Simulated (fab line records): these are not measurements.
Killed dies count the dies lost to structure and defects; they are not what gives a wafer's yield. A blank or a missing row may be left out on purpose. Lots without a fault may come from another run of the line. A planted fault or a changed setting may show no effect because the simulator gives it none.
One fault through the eyes of 2 desks / flow n5Finfet / each desk holds nothing but its own numbers, with what lay behind them at the end

THE TOOL OWNER'S DESK: implanter-02
For each lot that ran on this tool, the mean over its sampled wafers that have a number, from the tool's own readings at N5_WELL_APT_IMPLANT_32. The brackets show how far a lot's mean lies from the usual mean; more than 4 standard deviations puts the lot out of limits, marked OUT.
Columns: A = beamEnergyKeV at N5_WELL_APT_IMPLANT_32, usual 50.002; B = beamOnS at N5_WELL_APT_IMPLANT_32, usual 9.99 s
lot=L746; first seen here=day 6 15:37; A=49.987; B=10.14
This desk's finding: nothing out of limits on the one lot.

AT THE METROLOGY DESK
Lot by lot, what the gauges showed, no matter which tool ran the lot: averages of those sampled wafers that carry a number. The brackets show how far a lot's mean lies from the usual mean; more than 4 standard deviations puts the lot out of limits, marked OUT. Shown are 7 of the 15 readings it has, namely the first that went out of limits plus those furthest out on some lot.
Columns: A = CJ_N at N5_BEOL_M4_RC_MEAS_101, usual 4.38; B = DIBL_N at N5_BEOL_M4_RC_MEAS_101, usual 36.4 mV/V; C = IOFF_N at N5_BEOL_M4_RC_MEAS_101, usual 0.17 nA/um; D = IOFF_N_85C at N5_BEOL_M4_RC_MEAS_101, usual 3.3 nA/um; E = IOFF_N_LIN at N5_BEOL_M4_RC_MEAS_101, usual 0.076 nA/um; F = RS_PWELL at N5_BEOL_M4_RC_MEAS_101, usual 3014 ohm/sq; G = SS_N at N5_BEOL_M4_RC_MEAS_101, usual 71.7 mV/dec
lot=L735; first seen here=day 11 03:02; A=1.09 (-37) OUT; B=109.7 (+33) OUT; C=34.32 (+99 or more) OUT; D=271.9 (+99 or more) OUT; E=1.193 (+70) OUT; F=3223 (+9.5) OUT; G=135.1 (+65) OUT
lot=L736; first seen here=day 12 07:59; A=1.07 (-38) OUT; B=77.4 (+19) OUT; C=8.77 (+99 or more) OUT; D=88.2 (+99 or more) OUT; E=0.516 (+28) OUT; F=3202 (+8.6) OUT; G=116.3 (+46) OUT
lot=L746; first seen here=day 14 14:41; A=4.49; B=35.5; C=0.16; D=3.1; E=0.075; F=3025; G=71.3
lot=L749; first seen here=day 15 13:37; A=4.29; B=35.2; C=0.14; D=2.7; E=0.064; F=3023; G=71.7
This desk finds L735, L736 out of limits, with the earliest case on L735 at day 11 03:02 (CJ_N at N5_BEOL_M4_RC_MEAS_101). L746, L749 stayed within limits.

BROUGHT TOGETHER
Metrology desk: alarm possible at day 11 03:02 on L735, L736.
The tool owner's desk saw nothing out of limits.
The tool owner's desk has no number on record for L735, L736.
On implanter-02, each named lot ran N5_WELL_APT_IMPLANT_32.

WHAT HAD BEEN PUT IN BY THE SIMULATOR
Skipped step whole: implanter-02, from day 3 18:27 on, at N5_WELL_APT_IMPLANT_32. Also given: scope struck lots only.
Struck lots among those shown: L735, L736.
Time in hours between the start of the fault and the first out-of-limits reading at each desk: metrology desk, 177.
